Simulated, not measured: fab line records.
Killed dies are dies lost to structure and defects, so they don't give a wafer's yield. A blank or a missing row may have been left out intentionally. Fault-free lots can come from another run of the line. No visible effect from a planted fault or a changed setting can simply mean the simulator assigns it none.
Split-lot trial | flow n5-finfet | on a route of 1938 steps: 7 lots, 21 wafers read

ON THE SPLIT
At N5_MOL_CONTACT_COAG_COAT_103 (time 60 s, resist thk 80 nm), the setting spin-rpm was moved away from the recipe's 1500 rpm on 10 of the 21 wafers read, by -10.5% to +5.2%. For the rest of the wafers, this setting stayed at what the recipe calls for.

FROM THE SPLIT TO THE READING: what the file shows between them, 9 steps
- N5_MOL_CONTACT_COAG_COAT_104: time 60 s, resist thk 12 nm
- N5_MOL_CONTACT_COAG_COAT_58: time 60 s, resist thk 10 nm
- N5_MOL_CONTACT_COAG_ETCH_59: etches underlayer in N2/H2, target depth 13 nm, time 10.4 s
- N5_MOL_CONTACT_COAG_ETCH_105: etches SiARC in CF4, target depth 15.6 nm, time 26 s
- N5_MOL_CONTACT_COAG_ETCH_106: etches SOC in N2/H2, target depth 80 nm, overetch 16 nm, time 120 s
- N5_MOL_CONTACT_COAG_STRIP_107: strips in N2/H2
- N5_MOL_CONTACT_COAG_STRIP_108: strips in N2/H2
- N5_MOL_CONTACT_COAG_CONTACT_ETCH_14: etches SiO2 in C4F6/O2, target depth 27.5 nm, overetch 8.5 nm, time 20 s
- N5_MOL_CONTACT_COAG_STRIP_109: strips in C4F6/O2

THE READING
SOC_of_MOL_CONTACT_COAG_COAT_103.thk-nm (the simulator's own value, which no gauge read), in nm, at N5_MOL_CONTACT_COAG_ETCH_15 (etches SiNx in CH3F/O2, stops on Si:P, target depth 7 nm). No usual value for it is given in the file. Here, 11 wafers ran the recipe; their average is 75.4 nm with a standard deviation of 0.33 nm.

wafer  | tool, chamber at the split | spin-rpm as run, rpm | against the recipe | SOC_of_MOL_CONTACT_COAG_COAT_103.thk-nm, nm | against lot-mates on the recipe
L074.1 | litho-track-02, 0          | 1500                 | recipe             | 74.8                                        | -
L074.5 | litho-track-02, 0          | 1500                 | recipe             | 74.8                                        | -
L074.2 | litho-track-02, 0          | 1343                 | -10.5%             | 79.6                                        | +4.8
L081.1 | litho-track-04, 0          | 1500                 | recipe             | 75.4                                        | -
L081.5 | litho-track-04, 0          | 1500                 | recipe             | 75.2                                        | -
L081.6 | litho-track-04, 0          | 1500                 | recipe             | 75.6                                        | -
L089.3 | litho-track-02, 0          | 1500                 | recipe             | 75.6                                        | -
L089.5 | litho-track-02, 0          | 1546                 | +3.1%              | 74.2                                        | -1.5
L089.6 | litho-track-02, 0          | 1500                 | recipe             | 75.8                                        | -
L090.1 | litho-track-01, 0          | 1568                 | +4.5%              | 73.6                                        | -1.8
L090.4 | litho-track-01, 0          | 1568                 | +4.5%              | 73.6                                        | -1.8
L090.2 | litho-track-01, 0          | 1500                 | recipe             | 75.4                                        | -
L091.2 | litho-track-01, 0          | 1370                 | -8.7%              | 79.6                                        | +4.2
L091.3 | litho-track-01, 0          | 1370                 | -8.7%              | 79.4                                        | +4.0
L091.4 | litho-track-01, 0          | 1500                 | recipe             | 75.4                                        | -
L093.1 | litho-track-01, 0          | 1500                 | recipe             | 75.8                                        | -
L093.3 | litho-track-01, 0          | 1445                 | -3.7%              | 77                                          | +1.2
L093.4 | litho-track-01, 0          | 1445                 | -3.7%              | 77.2                                        | +1.4
L096.2 | litho-track-01, 0          | 1578                 | +5.2%              | 73.4                                        | -2.2
L096.3 | litho-track-01, 0          | 1578                 | +5.2%              | 73.8                                        | -1.8
L096.5 | litho-track-01, 0          | 1500                 | recipe             | 75.6                                        | -

THE FIT
A straight line over all 21 wafers: SOC_of_MOL_CONTACT_COAG_COAT_103.thk-nm changes by -0.422 nm for each +1% of spin-rpm; r = -0.99; the points scatter about the line by 0.32 nm.
The same after taking each lot's own level away (the mean of its wafers on the recipe; 21 wafers): -0.44 nm for each +1%; r = -0.99; scatter 0.21 nm.
On that fit, the largest move of spin-rpm shifts the reading by 4.6 nm.
The lots' own levels span 74.80 to 75.80 nm, that is 3.0 times the standard deviation above.
The two slopes are in agreement: the lot-to-lot level therefore moves the slope only a little.
Check: +4.58 nm against its lot-mates is what the line predicts for one of the wafers moved furthest among these (-10.5%) when that wafer is left out of the fit. It came out at +4.8 nm against them.

OTHER SPLITS ON THESE WAFERS
Before the reading, these wafers also passed through other splits. Each is held against what the fit with the lots' levels taken away leaves over:
other split on the same wafers | wafers away from the commonest value | r with SOC_of_MOL_CONTACT_COAG_COAT_103.thk-nm (lot level and that fit taken away)
N5_GATE_CUT_COAT_27 spin-rpm   | 8                                    | +0.12

THE WHOLE CHAIN: every reading that the file lists as answering this split, in the file's order
step                         | what it does                                                        | reading                                                                                  | change (the file's fit)               | r (the file's)
N5_MOL_CONTACT_COAG_COAT_103 | time 60 s, resist thk 80 nm                                         | SOC_of_MOL_CONTACT_COAG_COAT_103.thk-nm (the simulator's own value, which no gauge read) | -0.42 nm for each +1% of the setting  | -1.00
N5_MOL_CONTACT_COAG_ETCH_106 | etches SOC in N2/H2, target depth 80 nm, overetch 16 nm, time 120 s | etch.depth-nm (the simulator's own value, which no gauge read)                           | -0.416 nm for each +1% of the setting | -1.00
N5_MOL_CONTACT_COAG_ETCH_15  | etches SiNx in CH3F/O2, stops on Si:P, target depth 7 nm            | SOC_of_MOL_CONTACT_COAG_COAT_103.thk-nm (the simulator's own value, which no gauge read) | -0.446 nm for each +1% of the setting | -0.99

FILE'S OWN FIT
SOC_of_MOL_CONTACT_COAG_COAT_103.thk-nm changes by -0.446 nm for each +1% of spin-rpm, r = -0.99.
